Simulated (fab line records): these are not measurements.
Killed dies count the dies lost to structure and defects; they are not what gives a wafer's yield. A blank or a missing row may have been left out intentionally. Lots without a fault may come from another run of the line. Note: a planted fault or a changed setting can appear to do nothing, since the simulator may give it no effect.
Matching of chambers || flow n5Finfet || N5_BEOL_M9_CMP_52 on cmp-02 has 4 sister chambers
The step polishes, stops on SiCOH lowk, t overpolish 7 s, target thk 140 nm. 4 wafers are shown with their chamber, then 7 later ones without.

WAFERS WITH THEIR CHAMBER
{"wafer": "L077.6", "chamber": 3, "motorCurrentA (A)": 6.9}
{"wafer": "L083.3", "chamber": 1, "motorCurrentA (A)": 6.2}
{"wafer": "L088.2", "chamber": 2, "motorCurrentA (A)": 6.0}
{"wafer": "L088.3", "chamber": 0, "motorCurrentA (A)": 6.4}

WAFERS WITHOUT THEIR CHAMBER
{"wafer": "L088.4", "motorCurrentA (A)": 7.1}
{"wafer": "L089.1", "motorCurrentA (A)": 6.4}
{"wafer": "L089.5", "motorCurrentA (A)": 5.9}
{"wafer": "L089.6", "motorCurrentA (A)": 5.8}
{"wafer": "L090.3", "motorCurrentA (A)": 6.1}
{"wafer": "L090.4", "motorCurrentA (A)": 6.9}
{"wafer": "L090.5", "motorCurrentA (A)": 6.7}

CHAMBER TAKEN BY EACH
{"wafer": "L088.4", "from the rows above": 3, "in truth": 3}
{"wafer": "L089.1", "from the rows above": "can't be placed: 0 or 1", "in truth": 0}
{"wafer": "L089.5", "from the rows above": "can't be placed: 2 or 1", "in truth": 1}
{"wafer": "L089.6", "from the rows above": "can't be placed: 2 or 1", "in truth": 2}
{"wafer": "L090.3", "from the rows above": "can't be placed: 2 or 1 or 0", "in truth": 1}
{"wafer": "L090.4", "from the rows above": 3, "in truth": 3}
{"wafer": "L090.5", "from the rows above": "can't be placed: 3 or 0", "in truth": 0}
Correct placement for 2 of the 7. These rows do not allow placing 5 (true chamber among the candidates in 5). Number placed wrongly: 0.
How it was worked out, from the rows above alone: a wafer's distance from a chamber is the root of the sum, over the readings, of the square of ((its reading less the chamber's mean) divided by the reading's scatter). The wafer belongs to the nearest chamber; if the next one is less than 2 further off, it can't be placed. A chamber's mean is the mean of its shown wafers. The scatter (one wafer shown for each chamber): square how far every hidden wafer sits from the nearest shown wafer, average those squares and take the square root.
